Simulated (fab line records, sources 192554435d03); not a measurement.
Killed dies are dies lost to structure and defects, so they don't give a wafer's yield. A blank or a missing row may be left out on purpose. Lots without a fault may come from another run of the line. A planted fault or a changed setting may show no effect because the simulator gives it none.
fab line records | flow n5_finfet
record lots=6 wafers=18 last_day=17
route steps=1938 shown BEOL_M7@1317 PASSIVATION@1936
lots that met no fault: from a run of the same line without faults
start_h: hours from the record's first day to the start of the lot's first wafer shown | wait_h: hours since the lot's step before | " the same as in the row above | L1.1+2: a row that stands for several wafers | - no value, or no start given | * or withheld: withheld | < > ~ a bound
route shown NAME@n: a module of which the file shows steps, and the number in the route of the first | usual: mean/standard deviation of fault-free wafers | same: alike in all rows | chamber/n: place in a boat | sites: the reading at each site | _std_site: their standard deviation | _edge_site: outer sites' mean less inner sites' | radius_mm: how far each site lies from the wafer's centre | mask NAME#n: copy n | behind: the tool/chamber that last shaped the wafer | hold: why the lot was held/for how many hours/how that ended | device: the transistor (n, p or np) that didn't switch | end of line: the same wafers' tests at the end of the route | a step without rows: its recipe alone | killed: dies lost to structure and defects at the first sort, not the wafer's yield | map: a wafer's dies, x killed, . not, _ none there
set.NAME: the setting as run; set.NAME@STEP: as run at that earlier step | model.NAME: the simulator's own value behind a step, which no gauge read
lots at some steps of the route; a table a step, a row a wafer
services: from which hour (start_h, from the record's first day; less than 0 if before it) a tool's chamber was out of use, for how many hours, and why
## steps
# step N5_BEOL_M7_CURE_75
# recipe temp_c=370 time_s=120 ambient=DMADMS/He material=SiCOH_lowk
# step N5_BEOL_M7_DEGAS_44
# recipe ambient=vacuum temp_c=250 time_s=60
# usual heater_power_w=353/28
# columns lot.wafer tool chamber start_h wait_h heater_power_w
L848.1 pvd_sputter-02 - 211.84 0.3 379
L848.4 " - " " 336
L848.5 " - " " 368
L847.4 pvd_sputter-03 - 219.79 0.2 307
L847.5 " - " " 358
L847.6 " - " " 309
L855.2 pvd_sputter-02 - 253.75 0.5 338
L855.3 " - " " 372
L855.4 " - " " 365
L863.3 pvd_sputter-02 - 310.52 0.3 375
L863.4 " - " " 385
L863.5 " - " " 373
L865.2 pvd_sputter-02 - 317.32 0.5 377
L865.3 " - " " 345
L865.4 " - " " 370
L868.1 pvd_sputter-03 - 327.18 1.2 366
L868.4 " - " " 306
L868.5 " - " " 309
# step N5_BEOL_M7_PRE_CLEAN_45
# recipe gas=H2/He time_s=30 temp_c=250
# usual heater_power_w=352/28
# columns lot.wafer tool chamber start_h wait_h heater_power_w
L848.1 pvd_sputter-02 - 211.88 0.0 373
L848.4 " - " " 340
L848.5 " - " " 377
L847.4 pvd_sputter-03 - 219.83 0.0 302
L847.5 " - " " 355
L847.6 " - " " 311
L855.2 pvd_sputter-02 - 253.79 0.0 342
L855.3 " - " " 367
L855.4 " - " " 378
L863.3 pvd_sputter-02 - 310.56 0.0 386
L863.4 " - " " 373
L863.5 " - " " 373
L865.2 pvd_sputter-02 - 317.36 0.0 368
L865.3 " - " " 341
L865.4 " - " " 381
L868.1 pvd_sputter-03 - 327.22 0.0 368
L868.4 " - " " 305
L868.5 " - " " 314
# step N5_BEOL_M7_ALD_77
# recipe material=TaN target_thk_a=20 temp_c=275 ald_precursor_family=PDMAT ald_co_reactant=NH3 pressure_torr=3 carrier_flow_sccm=1500 pulse_time_s=2 purge_time_s=3 co_reactant_purge_time_s=2 co_reactant_pulse_time_s=3 ald_cycles=40 precursor_vessel_temp_c=75 precursor_vessel_pressure_torr=26.25 precursor_vessel_carrier_sccm=1000
# usual heater_power_w=411/30
# same ald_cycles=40
# columns lot.wafer tool chamber start_h wait_h heater_power_w
L848.1 ald_metal-02 0 211.96 0.1 406
L848.4 " 3 " " 409
L848.5 " 2 " " 387
L847.4 ald_metal-02 1 219.92 0.1 408
L847.5 " 3 " " 414
L847.6 " 0 " " 394
L855.2 ald_metal-02 1 253.87 0.1 403
L855.3 " 0 " " 398
L855.4 " 0 " " 381
L863.3 ald_metal-02 3 310.62 0.0 419
L863.4 " 0 " " 395
L863.5 " 3 " " 416
L865.2 ald_metal-02 1 317.42 0.0 409
L865.3 " 3 " " 412
L865.4 " 2 " " 384
L868.1 ald_metal-02 3 327.30 0.1 422
L868.4 " 2 " " 375
L868.5 " 0 " " 399
# step N5_BEOL_M7_SURFACE_TREAT_79
# recipe gas=Ar time_s=* ion_energy_ev=* ion_current_ma_cm2=0.5 pressure_mtorr=* ar_flow_sccm=30
# step N5_BEOL_M7_CVD_78
# recipe material=Co target_thk_a=20 temp_c=withheld precursor=CCTBA/H2 pressure_torr=30 time_s=142.3
# step N5_BEOL_M7_SPUTTER_48
# recipe material=Cu target_thk_a=100 temp_c=-20 bias_v=60 power_w=26000 chamber_pressure_pa=0.13 time_s=1.667
# usual chuck_sensor_temp_C=-16.0/0.53 throttle_valve_pct=30.1/1.4
# columns lot.wafer tool chamber start_h wait_h chuck_sensor_temp_C throttle_valve_pct
L848.1 pvd_sputter-03 - 212.51 0.1 -15.6 31.9
L848.4 " - " " -16.7 29.9
L848.5 " - " " -17.0 29.8
L847.4 pvd_sputter-03 - 220.55 0.1 -16.7 31.4
L847.5 " - " " -15.4 31.9
L847.6 " - " " -15.7 29.0
L855.2 pvd_sputter-02 - 254.63 0.3 -16.4 30.2
L855.3 " - " " -15.9 32.1
L855.4 " - " " -15.1 27.6
L863.3 pvd_sputter-03 - 311.42 0.3 -16.6 31.6
L863.4 " - " " -16.9 29.6
L863.5 " - " " -15.3 31.8
L865.2 pvd_sputter-03 - 318.05 0.2 -15.8 29.3
L865.3 " - " " -16.9 31.5
L865.4 " - " " -15.1 31.9
L868.1 pvd_sputter-03 - 327.92 0.1 -15.5 31.8
L868.4 " - " " -16.7 29.9
L868.5 " - " " -16.7 31.8
# step N5_BEOL_M7_ECD_50
# recipe material=Cu target_thk_a=3000
# step N5_BEOL_M7_ANNEAL_51
# recipe temp_c=225 time_s=90 ambient=N2
# step N5_BEOL_M7_CMP_52
# recipe stop_on=SiCOH_lowk t_overpolish_s=6.9 down_force_psi=1 platen_rpm=50 clearing_platen_down_force_psi=1.5 clearing_platen_rpm=50 post_cmp_clean=cu_alkaline target_thk_nm=80 clearing_platen_pad_velocity_m_s=0.99484 pad_velocity_m_s=0.99484
# usual barrier_field_endpoint_s=29.0/0.7 clearing_platen_rpm=50.000/0.025 motor_current_A=6.1/0.64 overpolish_run_s=6.901/0.009 time_to_endpoint_s=62/3
# columns lot.wafer tool chamber start_h wait_h barrier_field_endpoint_s clearing_platen_rpm motor_current_A overpolish_run_s time_to_endpoint_s
L848.4 cmp-02 2 213.13 0.2 28.7 49.990 5.3 6.898 58
L848.1 " 0 " " 29.3 49.958 5.7 6.892 64
L848.5 " 2 " " 28.5 50.009 5.7 6.912 58
L847.4 cmp-01 2 221.36 0.2 28.6 50.030 7.4 6.916 58
L847.6 " 1 " " 28.7 50.011 5.8 6.897 62
L847.5 " 2 " " 29.3 50.024 7.5 6.904 59
L855.4 cmp-03 0 255.17 0.1 29.4 49.998 5.3 6.894 61
L855.3 " 1 " " 29.8 50.012 6.0 6.916 63
L855.2 " 2 " " 28.6 49.983 6.2 6.891 60
L863.3 cmp-02 1 312.12 0.2 29.6 49.996 6.7 6.898 65
L863.4 " 2 " " 29.5 49.986 5.6 6.885 62
L863.5 " 2 " " 28.8 50.020 5.5 6.886 62
L865.4 cmp-02 3 318.63 0.1 29.5 50.010 6.0 6.902 62
L865.2 " 0 " " 28.6 50.033 5.9 6.894 64
L865.3 " 2 " " 29.1 50.004 5.6 6.898 60
L868.4 cmp-01 2 328.63 0.1 27.9 49.980 7.3 6.901 62
L868.1 " 0 " " 28.2 50.034 5.6 6.906 62
L868.5 " 3 " " 29.0 49.962 4.8 6.896 64
# step N5_BEOL_M7_THK_MEAS_53
# recipe thk_meas_gauge=xrf reads=Cu_of_BEOL_M7_ECD_50
# usual M7_THK=78.9/1.7
# columns lot.wafer tool chamber start_h wait_h M7_THK[nm]
L848.1 film_metro-02 - 213.38 - 78.3
L848.4 " - " " 75.8
L848.5 " - " " 76.1
L847.4 film_metro-02 - 221.62 - 77.7
L847.5 " - " " 76.1
L847.6 " - " " 80.1
L855.2 film_metro-01 - 255.47 - 79.4
L855.3 " - " " 79.6
L855.4 " - " " 80.0
L863.3 film_metro-02 - 312.42 - 78.8
L863.4 " - " " 78.3
L863.5 " - " " 79.0
L865.2 film_metro-02 - 318.93 - 78.4
L865.3 " - " " 77.7
L865.4 " - " " 76.1
L868.1 film_metro-01 - 328.93 - 79.4
L868.4 " - " " 78.3
L868.5 " - " " 77.8
# step N5_BEOL_M7_PRE_CLEAN_55
# recipe gas=NH3 time_s=15 temp_c=withheld rf_power_w=300
# step N5_BEOL_M7_DEP_56
# recipe material=SiCN target_thk_a=100 temp_c=withheld precursor=3MS/NH3 pressure_torr=3 rf_w=202 time_s=17.5
# usual rf_fwd_power_W=199.9/1.1 showerhead_plenum_p_Torr=3.660/0.011 showerhead_vpp_V=845/65 throttle_valve_pct=9.1/0.46
# columns lot.wafer tool chamber start_h wait_h rf_fwd_power_W showerhead_plenum_p_Torr showerhead_vpp_V throttle_valve_pct model.SiCN_of_BEOL_M7_DEP_56.thk_nm
L848.1 pecvd-02 1 213.44 0.0 197.8 3.642 846 9.0 10
L848.4 " 0 " " 200.8 3.668 897 9.7 10.4
L848.5 " 2 " " 200.8 3.657 748 8.7 10
L847.4 pecvd-02 1 221.70 0.0 198.7 3.649 852 9.2 10.2
L847.5 " 2 " " 200.5 3.659 744 8.8 10
L847.6 " 0 " " 201.1 3.674 892 9.4 10.4
L855.2 pecvd-02 0 255.53 0.0 199.6 3.662 888 9.8 10.2
L855.3 " 2 " " 199.8 3.669 744 8.7 9.8
L855.4 " 1 " " 198.2 3.651 852 9.0 10.2
L863.3 pecvd-02 2 312.48 0.0 200.6 3.664 753 8.9 9.6
L863.4 " 1 " " - 3.657 840 9.0 8.8
L863.5 " 2 " " 200.2 3.667 737 9.1 9.6
L865.2 pecvd-02 2 318.99 0.0 200.0 3.662 742 9.0 10
L865.3 " 0 " " 200.4 3.672 892 9.8 10
L865.4 " 0 " " - 3.675 884 9.7 8.8
L868.1 pecvd-03 2 328.99 0.0 201.7 3.667 800 8.5 9.8
L868.4 " 1 " " 197.9 3.658 887 8.9 9.8
L868.5 " 2 " " 201.3 3.669 799 8.5 10
# step N5_BEOL_M7_RS_MEAS_57
# recipe thk_meas_gauge=four-point-probe reads=Cu_of_BEOL_M7_ECD_50+Co_of_BEOL_M7_CVD_78+TaN_of_BEOL_M7_ALD_77
# usual M7_RS=0.290/0.0072
# columns lot.wafer tool chamber start_h wait_h M7_RS[ohm/sq]
L848.1 film_metro-01 - 213.51 0.1 0.294
L848.4 " - " " 0.304
L848.5 " - " " 0.302
L847.4 film_metro-02 - 221.75 0.0 0.295
L847.5 " - " " 0.303
L847.6 " - " " 0.285
L855.2 film_metro-02 - 255.60 0.1 0.290
L855.3 " - " " 0.288
L855.4 " - " " 0.284
L863.3 film_metro-02 - 312.55 0.1 0.288
L863.4 " - " " 0.289
L863.5 " - " " 0.288
L865.2 film_metro-02 - 319.06 0.1 0.290
L865.3 " - " " 0.295
L865.4 " - " " 0.301
L868.1 film_metro-01 - 329.06 0.1 0.286
L868.4 " - " " 0.292
L868.5 " - " " 0.292
# step N5_PASSIVATION_PROBE_49
# usual defect_limited_yield=91.5/1.4 killed_at_M0_to_M3=32/9.7 killed_at_M4_up=14/5.3 killed_at_contacts=11/6 killed_at_front_end=39/14 killed_at_other=3.3/2.7 killed_dies=100/17 killed_open=66/13 killed_short=32/7.4 sort_bin_4_leakage=0.02/0.16 sort_bin_5_function=4.9/0.9 sort_bin_6_memory=3.2/0.72 sort_n_pass=1080/17 sort_yield_pct=91.5/1.4
# same gross_dies=1180 killed_at_back_side=0 sort_bin_8_speed[%]=0
# columns lot.wafer tool chamber start_h wait_h defect_limited_yield[%] killed_at_M0_to_M3 killed_at_M4_up killed_at_contacts killed_at_front_end killed_at_other killed_dies killed_open killed_short sort_bin_4_leakage[%] sort_bin_5_function[%] sort_bin_6_memory[%] sort_n_pass sort_yield_pct[%]
L848.1 prober-02 - 283.71 0.3 93.5 19 19 10 23 6 77 48 27 0 3.5 2.7 1103 93.5
L848.4 prober-02 - 283.86 0.5 91.9 32 11 8 39 6 96 62 32 0 3.3 4.4 1084 91.9
L848.5 prober-02 - 283.91 0.5 92.0 19 8 8 49 10 94 60 33 0 4.5 3.0 1086 92.0
L847.4 prober-02 - 300.43 0.2 91.6 43 12 19 24 1 99 68 31 0 5.7 2.6 1081 91.6
L847.5 prober-02 - 300.48 0.2 92.1 40 12 16 23 2 93 66 27 0 5.2 2.4 1087 92.1
L847.6 prober-02 - 300.53 0.3 92.9 40 3 12 26 3 84 59 25 0 4.1 2.9 1096 92.9
L855.2 prober-01 - 328.74 0.1 92.6 20 21 8 33 5 87 59 27 0 4.2 3.0 1093 92.6
L855.3 prober-01 - 328.79 0.1 92.5 16 11 9 52 1 89 61 26 0 4.1 3.1 1091 92.5
L855.4 prober-01 - 328.84 0.2 91.9 16 8 12 54 5 95 63 30 0 4.9 2.9 1085 91.9
L863.3 prober-01 - 382.48 0.1 92.6 27 10 13 35 2 87 63 24 0 4.2 2.8 1093 92.6
L863.4 prober-01 - 382.53 0.2 91.3 29 6 9 52 7 103 72 31 0 4.4 4.2 1077 91.3
L863.5 prober-01 - 382.58 0.2 87.5 35 9 15 84 4 147 107 40 0 6.5 5.6 1033 87.5
# killed by level:class
L848.1 BEOL_M4:geometric_particle:open=10 MOL_CONTACT_COAG:geometric_particle:open=7 STI_FIN_REVEAL:geometric_particle:open=6 BEOL_M0_SAQP:geometric_particle:short=6 BEOL_M3:geometric_particle:open=5 FIN_SAQP:geometric_particle:open=3 MOL_CONTACT_COAG:geometric_particle:short=3 STARTING-WAFER:geometric_particle:short=3
L848.4 FIN_SAQP:geometric_particle:open=8 MOL_CONTACT_COAG:geometric_particle:open=7 BEOL_M0_SAQP:geometric_particle:open=7 BEOL_M1:geometric_particle:open=7 BEOL_M3:geometric_particle:open=7 FIN_SAQP:geometric_particle:short=6 BEOL_M0_SAQP:geometric_particle:short=5 STARTING-WAFER:geometric_particle:open=5
L848.5 STI_FIN_REVEAL:geometric_particle:open=19 MOL_CONTACT_COAG:geometric_particle:open=8 BEOL_M3:geometric_particle:open=6 FIN_SAQP:geometric_particle:open=5 STI_FIN_REVEAL:geometric_particle:short=5 BEOL_M1:geometric_particle:open=5 FIN_SAQP:geometric_particle:short=4 BEOL_M1:geometric_particle:short=4
L847.4 MOL_CONTACT_COAG:geometric_particle:open=12 BEOL_M3:geometric_particle:open=11 BEOL_M0_SAQP:geometric_particle:short=8 MOL_CONTACT_COAG:geometric_particle:short=7 BEOL_M2:geometric_particle:open=7 BEOL_M0_SAQP:geometric_particle:open=5 BEOL_M1:geometric_particle:open=5 STI_FIN_REVEAL:geometric_particle:open=4
L847.5 MOL_CONTACT_COAG:geometric_particle:open=14 BEOL_M0_SAQP:geometric_particle:short=9 STI_FIN_REVEAL:geometric_particle:open=7 BEOL_M0_SAQP:geometric_particle:open=7 BEOL_M3:geometric_particle:open=7 BEOL_M0:geometric_particle:open=5 BEOL_M1:geometric_particle:open=4 BEOL_M2:geometric_particle:open=4
L847.6 STI_FIN_REVEAL:geometric_particle:open=10 MOL_CONTACT_COAG:geometric_particle:open=10 BEOL_M1:geometric_particle:open=8 BEOL_M0:geometric_particle:open=8 BEOL_M0_SAQP:geometric_particle:short=7 BEOL_M0_SAQP:geometric_particle:open=7 BEOL_M2:geometric_particle:open=4 BEOL_M3:geometric_particle:open=3
L855.2 STI_FIN_REVEAL:geometric_particle:open=11 BEOL_M4:geometric_particle:open=8 DUMMY_GATE:geometric_particle:open=7 MOL_CONTACT_COAG:geometric_particle:open=7 BEOL_M3:geometric_particle:open=6 FIN_SAQP:geometric_particle:short=4 STI_FIN_REVEAL:geometric_particle:short=4 BEOL_M1:geometric_particle:open=3
L855.3 STI_FIN_REVEAL:geometric_particle:open=16 FIN_SAQP:geometric_particle:short=11 FIN_SAQP:geometric_particle:open=11 MOL_CONTACT_COAG:geometric_particle:open=8 BEOL_M4:geometric_particle:open=5 BEOL_M0_SAQP:geometric_particle:short=4 BEOL_M2:geometric_particle:open=4 DUMMY_GATE:geometric_particle:open=3
L855.4 STI_FIN_REVEAL:geometric_particle:open=17 FIN_SAQP:geometric_particle:open=14 MOL_CONTACT_COAG:geometric_particle:open=10 FIN_SAQP:geometric_particle:short=6 STI_FIN_REVEAL:geometric_particle:short=5 BEOL_M0_SAQP:geometric_particle:open=4 GATE_CUT:geometric_particle:open=3 BEOL_M0_SAQP:geometric_particle:short=3
L863.3 FIN_SAQP:geometric_particle:open=12 MOL_CONTACT_COAG:geometric_particle:open=12 STI_FIN_REVEAL:geometric_particle:open=7 BEOL_M0_SAQP:geometric_particle:open=6 BEOL_M0_SAQP:geometric_particle:short=6 BEOL_M2:geometric_particle:open=6 DUMMY_GATE:geometric_particle:open=5 FIN_SAQP:geometric_particle:short=4
L863.4 STI_FIN_REVEAL:geometric_particle:open=14 ILD0:geometric_particle:open=9 MOL_CONTACT_COAG:geometric_particle:open=8 BEOL_M0_SAQP:geometric_particle:open=8 BEOL_M3:geometric_particle:open=8 FIN_SAQP:geometric_particle:short=6 FIN_SAQP:geometric_particle:open=6 GATE_CUT:geometric_particle:short=4
L863.5 FIN_SAQP:geometric_particle:open=25 STI_FIN_REVEAL:geometric_particle:open=20 MOL_CONTACT_COAG:geometric_particle:open=13 BEOL_M2:geometric_particle:open=10 FIN_SAQP:geometric_particle:short=7 ILD0:geometric_particle:short=6 ILD0:geometric_particle:open=6 GATE_CUT:geometric_particle:short=6
## services
# columns tool chamber start_h hours kind
cmp-03 - 188.14 - consumable_replace:conditioner
cmp-03 - 188.14 - consumable_replace:pad
cmp-02 - 210.96 1.2 repair
cmp-01 - 211.87 4.0 pm
pecvd-03 2 214.79 5.7 repair
cmp-01 - 215.87 - consumable_replace:conditioner
cmp-01 - 215.87 - consumable_replace:pad
pecvd-02 - 245.16 1.7 repair
ald_metal-02 3 253.82 17.0 repair
cmp-02 - 256.81 4.4 pm
cmp-01 - 260.65 4.2 repair
ald_metal-02 - 269.30 2.8 pm
cmp-03 - 269.63 1.2 repair
cmp-01 - 286.22 19.7 repair
pecvd-03 - 291.16 6.0 pm
pecvd-02 1 295.01 5.5 scheduled_down
pecvd-03 0 297.99 2.1 scheduled_down
## key
first_sign none at tools or gauges
model_effect step=N5_BEOL_M7_DEP_56 value=SiCN_of_BEOL_M7_DEP_56.thk_nm without=10 struck=8.8
met_at N5_BEOL_M7_DEP_56
struck_wafers L863.4,L865.4
onset_between 255.53 312.48
fault kind=process_parameter_drift tool=pecvd-02 chamber=- onset_h=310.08 steps=N5_BEOL_M7_DEP_56 channel=time_s offset=* shape=step end_h=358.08 scope=struck_wafers_only acts_in=* stated=*
